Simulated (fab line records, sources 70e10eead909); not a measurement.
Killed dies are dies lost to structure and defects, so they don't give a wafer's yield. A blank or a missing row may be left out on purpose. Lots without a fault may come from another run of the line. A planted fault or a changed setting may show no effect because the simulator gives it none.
Which tool did it? | flow nand_harc | 14 lots, 42 wafers sampled, at 5 steps of a route of 1302

WHAT THE GAUGES READ, wafer by wafer
NHARC_A_CHANNEL_HOLE_D1_CD_MEAS_30. Usual: cd_nm 90.3 nm, standard deviation 1.3.
lot  | measured     | on        | cd_nm (nm)     | flag
L292 | day 9 02:26  | cd_sem-02 | 90.4 90.8 90.8 |
L293 | day 9 12:18  | cd_sem-02 | 89.3 91.3 89.7 |
L297 | day 11 06:21 | cd_sem-01 | 88.2 89.0 90.1 |
L298 | day 11 09:45 | cd_sem-01 | 89.3 89.2 90.2 |
L300 | day 12 04:56 | cd_sem-01 | 91.6 88.3 89.3 |
L301 | day 12 14:56 | cd_sem-01 | 91.5 89.9 89.8 |
L303 | day 13 04:21 | cd_sem-03 | 92.2 91.4 90.1 |
L304 | day 13 08:31 | cd_sem-01 | 88.7 90.6 91.2 |
L305 | day 14 11:05 | cd_sem-01 | 90.6 88.8 91.1 |
L308 | day 15 16:13 | cd_sem-03 | 90.7 90.0 90.2 |
L310 | day 16 03:34 | cd_sem-02 | -0.2 1.4 -0.3  | OFF
L311 | day 17 10:55 | cd_sem-03 | -0.2 -0.7 1.3  | OFF
L312 | day 17 16:11 | cd_sem-02 | 90.7 90.6 90.5 |
L315 | day 18 23:23 | cd_sem-02 | 91.7 90.8 91.0 |

WHICH TOOL RAN EACH LOT (tool, then ch and the chambers of the sampled wafers, then the start)
lot  | NHARC_A_CHANNEL_HOLE_D1_ETCH_38    | NHARC_A_CHANNEL_HOLE_D1_ETCH_20  | NHARC_A_CHANNEL_HOLE_D1_ETCH_24  | NHARC_A_CHANNEL_HOLE_D1_ETCH_26
L292 | rie_diel-11 ch 1,3, day 8 19:40    | har_etch-02 ch 0, day 8 20:55    | har_etch-02 ch 0, day 8 23:01    | har_etch-02 ch 0, day 9 00:34
L293 | rie_diel-01 ch 0,2,3, day 9 02:22  | har_etch-01 ch 0,1, day 9 06:56  | har_etch-01 ch 0,1, day 9 09:02  | har_etch-01 ch 0,1, day 9 10:36
L297 | rie_diel-09 ch 0,2,3, day 10 21:21 | har_etch-01 ch 0,1, day 11 00:56 | har_etch-01 ch 0,1, day 11 02:58 | har_etch-01 ch 0,1, day 11 04:37
L298 | rie_diel-11 ch 1,2,3, day 10 21:32 | har_etch-02 ch 0,1, day 11 04:19 | har_etch-02 ch 0,1, day 11 06:20 | har_etch-02 ch 0,1, day 11 08:00
L300 | rie_diel-09 ch 0,2,3, day 11 22:11 | har_etch-01 ch 0,1, day 11 23:31 | har_etch-01 ch 0,1, day 12 01:32 | har_etch-01 ch 0,1, day 12 03:11
L301 | rie_diel-11 ch 1,2,3, day 12 04:16 | har_etch-02 ch 0, day 12 09:20   | har_etch-02 ch 0, day 12 11:22   | har_etch-02 ch 0, day 12 13:01
L303 | rie_diel-09 ch 0,1, day 12 21:35   | har_etch-01 ch 1, day 12 22:59   | har_etch-01 ch 1, day 13 01:05   | har_etch-01 ch 1, day 13 02:38
L304 | rie_diel-11 ch 1,2,3, day 13 01:50 | har_etch-01 ch 0,1, day 13 03:07 | har_etch-01 ch 0,1, day 13 05:08 | har_etch-01 ch 0,1, day 13 06:47
L305 | rie_diel-11 ch 0,3, day 14 02:16   | har_etch-02 ch 0,1, day 14 05:41 | har_etch-02 ch 0,1, day 14 07:43 | har_etch-02 ch 0,1, day 14 09:22
L308 | rie_diel-11 ch 1,2,3, day 15 07:50 | har_etch-02 ch 0,1, day 15 10:47 | har_etch-02 ch 0,1, day 15 12:49 | har_etch-02 ch 0,1, day 15 14:28
L310 | rie_diel-11 ch 1,2, day 15 19:44   | har_etch-01 ch 0,1, day 15 21:58 | har_etch-01 ch 0,1, day 16 00:04 | har_etch-01 ch 0,1, day 16 01:36
L311 | rie_diel-11 ch 0,1,3, day 17 04:15 | har_etch-01 ch 0,1, day 17 05:35 | har_etch-01 ch 0,1, day 17 07:44 | har_etch-01 ch 0,1, day 17 09:12
L312 | rie_diel-11 ch 0,1,2, day 17 04:16 | har_etch-02 ch 0,1, day 17 10:50 | har_etch-02 ch 0,1, day 17 12:55 | har_etch-02 ch 0,1, day 17 14:29
L315 | rie_diel-11 ch 0,1,2, day 18 16:44 | har_etch-02 ch 0,1, day 18 18:03 | har_etch-02 ch 0,1, day 18 20:14 | har_etch-02 ch 0,1, day 18 21:41
- NHARC_A_CHANNEL_HOLE_D1_ETCH_38: etches the open film in CF4, target depth 39 nm, time 65 s.
- NHARC_A_CHANNEL_HOLE_D1_ETCH_20: etches the open film in C4F8/O2/Ar, time 361.9 s, target depth 1600 nm.
- NHARC_A_CHANNEL_HOLE_D1_ETCH_24: etches the open film in C4F8/O2/Ar, time 906.2 s, target depth 1500 nm.
- NHARC_A_CHANNEL_HOLE_D1_ETCH_26: etches the open film in C4F8/O2/Ar, time 224.1 s, target depth 300 nm.

WHAT THE TOOLS THEMSELVES READ (means of the sampled wafers that have a number; where no wafer has one, the mark that the record gives instead)
NHARC_A_CHANNEL_HOLE_D1_ETCH_38. Usual: bias_w 100.0 W, standard deviation 0.31; cf4_flow_sccm 150.0 sccm, standard deviation 0.48; drypump_motor_current_A 5.9 A, standard deviation 0.31; oes_product_au 1.003 a.u., standard deviation 0.012; rf_vpp_V 151.0 V, standard deviation 1.1; showerhead_plenum_p_Torr 1.75 Torr, standard deviation 0.05; throttle_valve_pct 13.284 %, standard deviation 0.0081.
lot  | tool        | bias_w (W) | cf4_flow_sccm (sccm) | drypump_motor_current_A (A) | oes_product_au (a.u.) | rf_vpp_V (V) | showerhead_plenum_p_Torr (Torr) | throttle_valve_pct (%) | flag
L292 | rie_diel-11 | 100.1      | 149.9                | 5.9                         | 0.995                 | 150.8        | 1.74                            | 13.289                 |
L293 | rie_diel-01 | 99.8       | 149.8                | 5.9                         | 1.010                 | 150.3        | 1.72                            | 13.289                 |
L297 | rie_diel-09 | 100.0      | 150.2                | 5.9                         | 0.998                 | 151.1        | 1.78                            | 13.272                 |
L298 | rie_diel-11 | 99.9       | 150.2                | 5.8                         | 1.008                 | 151.3        | 1.74                            | 13.288                 |
L300 | rie_diel-09 | 100.1      | 150.0                | 5.9                         | 0.993                 | 151.7        | 1.77                            | 13.283                 |
L301 | rie_diel-11 | 99.9       | 149.9                | 5.8                         | 1.006                 | 150.9        | 1.74                            | 13.286                 |
L303 | rie_diel-09 | 100.4      | 149.7                | 6.3                         | 0.984                 | 150.9        | 1.72                            | 13.283                 |
L304 | rie_diel-11 | 100.1      | 149.6                | 5.8                         | 1.012                 | 151.7        | 1.74                            | 13.275                 |
L305 | rie_diel-11 | 100.1      | 149.2                | 5.8                         | 1.015                 | 150.1        | 1.72                            | 13.283                 |
L308 | rie_diel-11 | 99.9       | 150.3                | 5.8                         | 0.997                 | 151.0        | 1.74                            | 13.281                 |
L310 | rie_diel-11 | 100.0      | 149.4                | 5.8                         | 0.981                 | 150.8        | 1.74                            | 13.281                 |
L311 | rie_diel-11 | 100.1      | 150.0                | 6.0                         | 1.000                 | 151.2        | 1.72                            | 13.285                 |
L312 | rie_diel-11 | 99.7       | 150.0                | 5.9                         | 1.004                 | 151.4        | 1.72                            | 13.280                 |
L315 | rie_diel-11 | 100.1      | 149.9                | 5.8                         | 1.002                 | 150.2        | 1.72                            | 13.285                 |

NHARC_A_CHANNEL_HOLE_D1_ETCH_20. Usual: c4f8_flow_sccm 89.30 sccm, standard deviation 0.28; chamber_pressure_mTorr 19.997 mTorr, standard deviation 0.018; drypump_motor_current_A 5.8 A, standard deviation 0.41; o2_flow_sccm 35.68 sccm, standard deviation 0.11; showerhead_plenum_p_Torr 3.69 Torr, standard deviation 0.094; throttle_valve_pct 32.153 %, standard deviation 0.0091.
lot  | tool        | c4f8_flow_sccm (sccm) | chamber_pressure_mTorr (mTorr) | drypump_motor_current_A (A) | o2_flow_sccm (sccm) | showerhead_plenum_p_Torr (Torr) | throttle_valve_pct (%) | flag
L292 | har_etch-02 | 89.37                 | 20.016                         | 6.3                         | 35.72               | 3.56                            | 32.162                 |
L293 | har_etch-01 | 89.32                 | 19.977                         | 5.9                         | 35.57               | 3.72                            | 32.147                 |
L297 | har_etch-01 | 89.50                 | 20.005                         | 5.9                         | 35.75               | 3.70                            | 32.152                 |
L298 | har_etch-02 | 89.88                 | 20.002                         | 5.5                         | 35.67               | 3.68                            | 32.153                 |
L300 | har_etch-01 | 89.32                 | 20.010                         | 5.9                         | 35.72               | 3.70                            | 32.148                 |
L301 | har_etch-02 | 89.48                 | 20.001                         | 6.2                         | 35.53               | 3.54                            | 32.152                 |
L303 | har_etch-01 | 89.23                 | 19.985                         | 5.9                         | 35.74               | 3.70                            | 32.153                 |
L304 | har_etch-01 | 89.07                 | 19.992                         | 5.9                         | 35.72               | 3.69                            | 32.147                 |
L305 | har_etch-02 | 88.95                 | 20.010                         | 5.5                         | 35.62               | 3.66                            | 32.157                 |
L308 | har_etch-02 | 89.29                 | 19.998                         | 5.9                         | 35.71               | 3.58                            | 32.162                 |
L310 | har_etch-01 | 89.36                 | 19.984                         | 5.9                         | 35.76               | 3.67                            | 32.152                 |
L311 | har_etch-01 | 89.42                 | 19.997                         | 5.9                         | 35.68               | 3.67                            | 32.149                 |
L312 | har_etch-02 | 89.62                 | 19.987                         | 5.5                         | 35.64               | 3.78                            | 32.149                 |
L315 | har_etch-02 | 89.18                 | 20.009                         | 5.5                         | 35.47               | 3.77                            | 32.153                 |

NHARC_A_CHANNEL_HOLE_D1_ETCH_24. Usual: c4f8_flow_sccm 93.83 sccm, standard deviation 0.29; chamber_pressure_mTorr 20.000 mTorr, standard deviation 0.02; drypump_motor_current_A 5.8 A, standard deviation 0.41; o2_flow_sccm 31.21 sccm, standard deviation 0.093; showerhead_plenum_p_Torr 3.68 Torr, standard deviation 0.093; throttle_valve_pct 32.236 %, standard deviation 0.01.
lot  | tool        | c4f8_flow_sccm (sccm) | chamber_pressure_mTorr (mTorr) | drypump_motor_current_A (A) | o2_flow_sccm (sccm) | showerhead_plenum_p_Torr (Torr) | throttle_valve_pct (%) | flag
L292 | har_etch-02 | 93.92                 | 19.985                         | 6.3                         | 31.22               | 3.56                            | 32.237                 |
L293 | har_etch-01 | 93.65                 | 20.018                         | 5.9                         | 31.24               | 3.71                            | 32.239                 |
L297 | har_etch-01 | 93.57                 | 19.990                         | 5.9                         | 31.23               | 3.70                            | 32.239                 |
L298 | har_etch-02 | 93.58                 | 19.995                         | 5.5                         | 31.17               | 3.68                            | 32.235                 |
L300 | har_etch-01 | 93.87                 | 20.017                         | 5.9                         | 31.18               | 3.70                            | 32.224                 |
L301 | har_etch-02 | 94.08                 | 20.009                         | 6.2                         | 31.27               | 3.53                            | 32.237                 |
L303 | har_etch-01 | 93.70                 | 20.002                         | 5.9                         | 31.25               | 3.69                            | 32.225                 |
L304 | har_etch-01 | 94.02                 | 20.007                         | 5.9                         | 31.24               | 3.69                            | 32.252                 |
L305 | har_etch-02 | 93.82                 | 20.003                         | 5.5                         | 31.16               | 3.65                            | 32.233                 |
L308 | har_etch-02 | 93.65                 | 19.993                         | 5.9                         | 31.25               | 3.58                            | 32.239                 |
L310 | har_etch-01 | -                     | -                              | -                           | -                   | -                               | -                      | OFF
L311 | har_etch-01 | -                     | -                              | -                           | -                   | -                               | -                      | OFF
L312 | har_etch-02 | 93.83                 | 20.017                         | 5.5                         | 31.27               | 3.78                            | 32.232                 |
L315 | har_etch-02 | 93.94                 | 20.002                         | 5.5                         | 31.23               | 3.77                            | 32.235                 |

NHARC_A_CHANNEL_HOLE_D1_ETCH_26. Usual: bias_v 300.5 V, standard deviation 3; c4f8_flow_sccm 11.40 sccm, standard deviation 0.039; drypump_motor_current_A 5.8 A, standard deviation 0.41; o2_flow_sccm 113.6 sccm, standard deviation 0.34; showerhead_plenum_p_Torr 3.73 Torr, standard deviation 0.099; throttle_valve_pct 24.584 %, standard deviation 0.0095.
lot  | tool        | bias_v (V) | c4f8_flow_sccm (sccm) | drypump_motor_current_A (A) | o2_flow_sccm (sccm) | showerhead_plenum_p_Torr (Torr) | throttle_valve_pct (%) | flag
L292 | har_etch-02 | 300.9      | 11.44                 | 6.2                         | 113.7               | 3.60                            | 24.587                 |
L293 | har_etch-01 | 299.6      | 11.39                 | 5.9                         | 113.8               | 3.76                            | 24.585                 |
L297 | har_etch-01 | 304.2      | 11.40                 | 5.9                         | 113.6               | 3.75                            | 24.589                 |
L298 | har_etch-02 | 302.9      | 11.39                 | 5.5                         | 113.5               | 3.73                            | 24.586                 |
L300 | har_etch-01 | 297.7      | 11.43                 | 5.9                         | 113.6               | 3.75                            | 24.582                 |
L301 | har_etch-02 | 302.7      | 11.42                 | 6.3                         | 114.1               | 3.57                            | 24.578                 |
L303 | har_etch-01 | 301.7      | 11.39                 | 5.9                         | 113.2               | 3.74                            | 24.589                 |
L304 | har_etch-01 | 299.5      | 11.43                 | 5.9                         | 113.6               | 3.74                            | 24.580                 |
L305 | har_etch-02 | 299.6      | 11.36                 | 5.5                         | 113.7               | 3.70                            | 24.584                 |
L308 | har_etch-02 | 301.3      | 11.40                 | 5.8                         | 113.3               | 3.62                            | 24.594                 |
L310 | har_etch-01 | 302.1      | 11.41                 | 5.9                         | 113.4               | 3.71                            | 24.580                 |
L311 | har_etch-01 | 301.4      | 11.42                 | 5.9                         | 113.6               | 3.71                            | 24.576                 |
L312 | har_etch-02 | 298.6      | 11.40                 | 5.5                         | 113.4               | 3.83                            | 24.595                 |
L315 | har_etch-02 | 300.0      | 11.39                 | 5.5                         | 113.4               | 3.82                            | 24.587                 |

THE ANSWER, worked out from the rows above alone
Rule: a lot is off if the mean of its wafers that have a number lies more than 3 standard deviations from the usual mean. A lot without any number at a reading at which 4 lots or more have one is off too. The other lots that the step has rows for count as sound. The gauges are gone through in route order, then the tools' own readings, and for those a lot's mean is taken as printed above. The first step at which some lot is off is used, and at that step the reading that is off furthest; a lot without a number counts as furthest.
Off: L310, L311, at NHARC_A_CHANNEL_HOLE_D1_CD_MEAS_30 (cd_nm).
A tool fits if, at a process step before that reading, it ran every lot that is off, and no sound lot after the first of them. The gauges at NHARC_A_CHANNEL_HOLE_D1_CD_MEAS_30 aren't tried: what is off there is off at NHARC_A_CHANNEL_HOLE_D1_ETCH_24 too, on other tools, and a gauge's error can't cause that. One fits: har_etch-01 at NHARC_A_CHANNEL_HOLE_D1_ETCH_20 and NHARC_A_CHANNEL_HOLE_D1_ETCH_24 and NHARC_A_CHANNEL_HOLE_D1_ETCH_26. At NHARC_A_CHANNEL_HOLE_D1_ETCH_20 its last sound lot is L304 (day 13 03:07), its first lot that is off L310 (day 15 21:58): a fault that began between those two fits.

WHAT THE SIMULATOR HAD PUT IN
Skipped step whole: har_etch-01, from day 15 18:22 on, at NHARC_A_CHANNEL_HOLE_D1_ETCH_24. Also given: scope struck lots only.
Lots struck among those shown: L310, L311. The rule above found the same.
